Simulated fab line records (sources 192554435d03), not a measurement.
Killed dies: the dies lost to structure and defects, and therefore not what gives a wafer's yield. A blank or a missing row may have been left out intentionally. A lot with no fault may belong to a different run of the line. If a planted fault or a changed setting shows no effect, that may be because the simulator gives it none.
Chamber matching | flow n5_finfet | N5_BEOL_M4_DESCUM_16 on rie_diel-01 has 4 sister chambers
The step chemistry O2, time 7 s. 24 wafers are shown with their chamber, then 12 later ones without.

== WAFERS WITH THEIR CHAMBER ==
wafer  | chamber | showerhead_plenum_p_Torr (Torr) | drypump_motor_current_A (A) | oes_product_au (a.u.)
L076.1 | 2       | 2.22                            | 5.0                         | 0.97
L076.2 | 0       | 2.16                            | 6.5                         | 0.85
L076.4 | 3       | 2.13                            | 5.7                         | 0.73
L075.3 | 3       | 2.13                            | 5.7                         | 0.74
L075.4 | 1       | 2.00                            | 5.7                         | 0.72
L075.6 | 3       | 2.13                            | 5.7                         | 0.72
L077.1 | 3       | 2.13                            | 5.6                         | 0.73
L077.2 | 2       | 2.22                            | 5.0                         | 0.97
L077.5 | 2       | 2.22                            | 5.1                         | 0.97
L081.2 | 0       | 2.16                            | 6.5                         | 0.83
L081.3 | 1       | 2.00                            | 5.7                         | 0.70
L081.6 | 0       | 2.16                            | 6.5                         | 0.83
L083.1 | 1       | 2.00                            | 5.8                         | 0.70
L083.2 | 2       | 2.22                            | 5.0                         | 0.92
L083.5 | 0       | 2.15                            | 6.5                         | 0.81
L084.2 | 3       | 2.13                            | 5.7                         | 0.72
L084.4 | 2       | 2.22                            | 5.1                         | 0.92
L084.5 | 3       | 2.13                            | 5.7                         | 0.71
L087.1 | 3       | 2.12                            | 5.6                         | 0.71
L087.4 | 1       | 1.99                            | 5.8                         | 0.70
L087.5 | 1       | 1.99                            | 5.7                         | 0.69
L089.3 | 1       | 1.99                            | 5.8                         | 0.69
L089.4 | 2       | 2.21                            | 5.0                         | 0.90
L089.6 | 0       | 2.15                            | 6.5                         | 0.80

SIGNATURES, as means of the wafers listed above
reading                  | chamber 0 | chamber 1 | chamber 2 | chamber 3 | scatter within a chamber
showerhead_plenum_p_Torr | 2.1560    | 1.9950    | 2.2183    | 2.1286    | 0.00469
drypump_motor_current_A  | 6.500     | 5.750     | 5.033     | 5.671     | 0.0462
oes_product_au           | 0.8240    | 0.7000    | 0.9417    | 0.7229    | 0.0199
Rule: for a wafer and a chamber, the distance is found by dividing, reading by reading, the gap between the wafer's reading and the chamber's mean by the reading's scatter, squaring, summing and taking the root. If the next closest chamber is less than 2 further off than the closest, the wafer can't be placed; otherwise it belongs to the closest. The scatter is the square root of a quotient: the sum, over the shown wafers, of each reading's squared deviation from its chamber's mean, divided by wafers minus chambers.

== WAFERS WHOSE CHAMBER IS MISSING ==
wafer  | showerhead_plenum_p_Torr (Torr) | drypump_motor_current_A (A) | oes_product_au (a.u.)
L090.4 | 2.15                            | 6.5                         | 0.80
L090.5 | 2.12                            | 5.6                         | 0.71
L090.6 | 2.21                            | 5.0                         | 0.90
L091.2 | 2.12                            | 5.7                         | 0.71
L091.3 | 2.21                            | 5.0                         | 0.90
L091.5 | 2.21                            | 5.0                         | 0.91
L094.2 | 2.21                            | 5.1                         | 0.87
L094.4 | 2.12                            | 5.7                         | 0.71
L094.6 | 2.14                            | 6.5                         | 0.79
L097.2 | 2.14                            | 6.5                         | 0.78
L097.3 | 2.12                            | 5.7                         | 0.70
L097.4 | 2.20                            | 5.0                         | 0.87

== WHICH CHAMBER EACH WENT THROUGH ==
wafer  | from the rows above | in truth
L090.4 | 0                   | 0
L090.5 | 3                   | 3
L090.6 | 2                   | 2
L091.2 | 3                   | 3
L091.3 | 2                   | 2
L091.5 | 2                   | 2
L094.2 | 2                   | 2
L094.4 | 3                   | 3
L094.6 | 0                   | 0
L097.2 | 0                   | 0
L097.3 | 3                   | 3
L097.4 | 2                   | 2
Correctly placed: 12 of 12. Not placeable from these rows: 0. Wrongly placed: 0.
